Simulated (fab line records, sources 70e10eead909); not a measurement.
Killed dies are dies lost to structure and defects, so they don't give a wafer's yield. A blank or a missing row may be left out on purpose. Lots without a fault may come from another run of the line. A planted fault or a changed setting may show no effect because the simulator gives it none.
Which tool did it? | flow nand_harc | 14 lots, 42 wafers sampled, at 4 steps of a route of 1302

WHAT THE GAUGES READ, wafer by wafer
NHARC_END_SORT_01.
lot  | measured     | on        | killed_at_array | killed_at_other | killed_at_periphery | killed_dies | killed_open | killed_short
L822 | day 29 09:41 | prober-01 | 111 172 154     | 2 0 1           | 6 5 1               | 119 177 156 | 4 3 3       | 4 4 1
L824 | day 29 19:04 | prober-01 | 152 115 115     | 1 1 0           | 2 1 2               | 155 117 117 | 3 3 0       | 0 2 5
L825 | day 30 04:56 | prober-02 | 136 165 158     | 0 0 0           | 1 2 4               | 137 167 162 | 3 5 3       | 1 1 3

WHICH TOOL RAN EACH LOT (tool, then ch and the chambers of the sampled wafers, then the start)
lot  | NHARC_A_CONTACT_ETCH_31            | NHARC_THIN_TSV_CMP_21         | NHARC_THIN_TSV_PRE_CLEAN_54
L812 | rie_diel-11 ch 0,2,3, day 22 08:43 | cmp-04 ch 0,1,2, day 24 02:00 | pvd_sputter-03, day 24 02:32
L816 | rie_diel-11 ch 0,3, day 24 00:43   | cmp-01 ch 0,2,3, day 25 17:35 | pvd_sputter-03, day 25 18:07
L818 | rie_diel-11 ch 0,2,3, day 24 07:03 | cmp-01 ch 2,3, day 25 21:17   | pvd_sputter-01, day 25 21:49
L817 | rie_diel-11 ch 1,2,3, day 24 16:17 | cmp-03 ch 0,2,3, day 26 06:19 | pvd_sputter-02, day 26 06:49
L820 | rie_diel-11 ch 2,3, day 25 19:31   | cmp-01 ch 0,3, day 27 17:58   | pvd_sputter-03, day 27 18:29
L822 | rie_diel-11 ch 0,1,2, day 27 05:05 | cmp-03 ch 0,1,2, day 28 20:37 | pvd_sputter-01, day 28 21:05
L824 | rie_diel-11 ch 1,2, day 27 12:40   | cmp-04 ch 0,1,2, day 29 03:48 | pvd_sputter-02, day 29 04:16
L825 | rie_diel-11 ch 0,2,3, day 27 17:35 | cmp-04 ch 1,2,3, day 29 14:08 | pvd_sputter-02, day 29 14:38
L828 | rie_diel-03 ch 0,2,3, day 29 13:50 | cmp-01 ch 2,3, day 31 04:34   | pvd_sputter-01, day 31 05:05
L830 | rie_diel-08 ch 1,2,3, day 30 09:31 | cmp-01 ch 1,2,3, day 32 06:53 | pvd_sputter-03, day 32 07:24
L831 | rie_diel-11 ch 0,1,2, day 30 13:12 | cmp-01 ch 1,2,3, day 32 08:06 | pvd_sputter-01, day 32 08:35
L834 | rie_diel-11 ch 0,1,3, day 31 03:35 | cmp-03 ch 1,2,3, day 32 17:23 | pvd_sputter-03, day 32 17:56
L833 | rie_diel-11 ch 0,1,2, day 31 05:24 | cmp-03 ch 2,3, day 32 18:41   | pvd_sputter-02, day 32 19:14
L832 | rie_diel-11 ch 0,2,3, day 31 12:37 | cmp-04 ch 1,2,3, day 33 02:27 | pvd_sputter-01, day 33 02:58
- NHARC_A_CONTACT_ETCH_31: etches the open film in O2/COS, target depth 2800 nm, time 728 s.
- NHARC_THIN_TSV_CMP_21: polishes, t overpolish 30 s, target thk 2000 nm.
- NHARC_THIN_TSV_PRE_CLEAN_54: time 30 s.

WHAT THE TOOLS THEMSELVES READ (means of the sampled wafers that have a number; where no wafer has one, the mark that the record gives instead)
NHARC_A_CONTACT_ETCH_31.
lot  | tool        | bias_w (W) | drypump_motor_current_A (A) | oes_product_au (a.u.) | rf_vpp_V (V) | showerhead_plenum_p_Torr (Torr) | throttle_valve_pct (%)
L812 | rie_diel-11 | 300.4      | 5.8                         | 0.995                 | 314.1        | 3.12                            | 28.335
L816 | rie_diel-11 | 299.7      | 6.1                         | 0.996                 | 313.0        | 3.04                            | 28.338
L818 | rie_diel-11 | 299.9      | 5.8                         | 1.012                 | 314.3        | 3.12                            | 28.339
L817 | rie_diel-11 | 299.9      | 5.8                         | 0.994                 | 313.8        | 3.09                            | 28.323
L820 | rie_diel-11 | 300.2      | 6.2                         | 1.007                 | 313.3        | 3.01                            | 28.328
L822 | rie_diel-11 | 298.4      | 5.4                         | 1.000                 | 314.4        | 3.18                            | 28.332
L824 | rie_diel-11 | 299.7      | 5.5                         | 1.008                 | 315.4        | 3.15                            | 28.328
L825 | rie_diel-11 | 299.7      | 5.8                         | 1.001                 | 314.5        | 3.11                            | 28.325
L828 | rie_diel-03 | 299.3      | 6.1                         | 1.010                 | 312.6        | 3.08                            | 28.328
L830 | rie_diel-08 | 300.2      | 6.0                         | 1.009                 | 313.9        | 3.13                            | 28.325
L831 | rie_diel-11 | 300.5      | 5.4                         | 0.998                 | 314.7        | 3.17                            | 28.327
L834 | rie_diel-11 | 300.7      | 5.8                         | 0.996                 | 313.2        | 3.10                            | 28.335
L833 | rie_diel-11 | 299.2      | 5.4                         | 0.995                 | 314.8        | 3.17                            | 28.322
L832 | rie_diel-11 | 300.1      | 5.7                         | 0.994                 | 313.1        | 3.10                            | 28.325

NHARC_THIN_TSV_CMP_21.
lot  | tool   | motor_current_A (A) | overpolish_run_s (s)
L812 | cmp-04 | 12.1                | 30.007
L816 | cmp-01 | 12.6                | 29.995
L818 | cmp-01 | 12.4                | 30.006
L817 | cmp-03 | 12.6                | 30.006
L820 | cmp-01 | 12.7                | 29.993
L822 | cmp-03 | 12.4                | 29.996
L824 | cmp-04 | 12.4                | 29.997
L825 | cmp-04 | 12.2                | 29.997
L828 | cmp-01 | 12.3                | 30.008
L830 | cmp-01 | 12.7                | 30.003
L831 | cmp-01 | 12.7                | 30.002
L834 | cmp-03 | 12.3                | 29.998
L833 | cmp-03 | 12.2                | 29.993
L832 | cmp-04 | 12.2                | 29.992

NHARC_THIN_TSV_PRE_CLEAN_54.
lot  | tool           | heater_power_w (W)
L812 | pvd_sputter-03 | 445
L816 | pvd_sputter-03 | 396
L818 | pvd_sputter-01 | 365
L817 | pvd_sputter-02 | 385
L820 | pvd_sputter-03 | 419
L822 | pvd_sputter-01 | 402
L824 | pvd_sputter-02 | 440
L825 | pvd_sputter-02 | 429
L828 | pvd_sputter-01 | 390
L830 | pvd_sputter-03 | 431
L831 | pvd_sputter-01 | 438
L834 | pvd_sputter-03 | 396
L833 | pvd_sputter-02 | 398
L832 | pvd_sputter-01 | 378

THE ANSWER, worked out from the rows above alone
Rule: what is usual is taken from the lots themselves. Put in order of their means at a reading, lots are off if they are a third of the lots or fewer, leave a main group of 4 or more, and stand apart from it by a gap of 3 or more times the standard deviation of the main group's means; of several such gaps the widest counts. A main group whose means are all the same, to the digits that the tables above print for the reading, isn't used. A lot without any number at a reading at which 4 lots or more have one is off too. The other lots that the step has rows for count as sound. The gauges are gone through in route order, then the tools' own readings, and for those a lot's mean is taken as printed above. The first step at which some lot is off is used, and at that step the reading that is off furthest; a lot without a number counts as furthest.
No lot is off at any reading shown: from this, nothing can be told.

WHAT THE SIMULATOR HAD PUT IN
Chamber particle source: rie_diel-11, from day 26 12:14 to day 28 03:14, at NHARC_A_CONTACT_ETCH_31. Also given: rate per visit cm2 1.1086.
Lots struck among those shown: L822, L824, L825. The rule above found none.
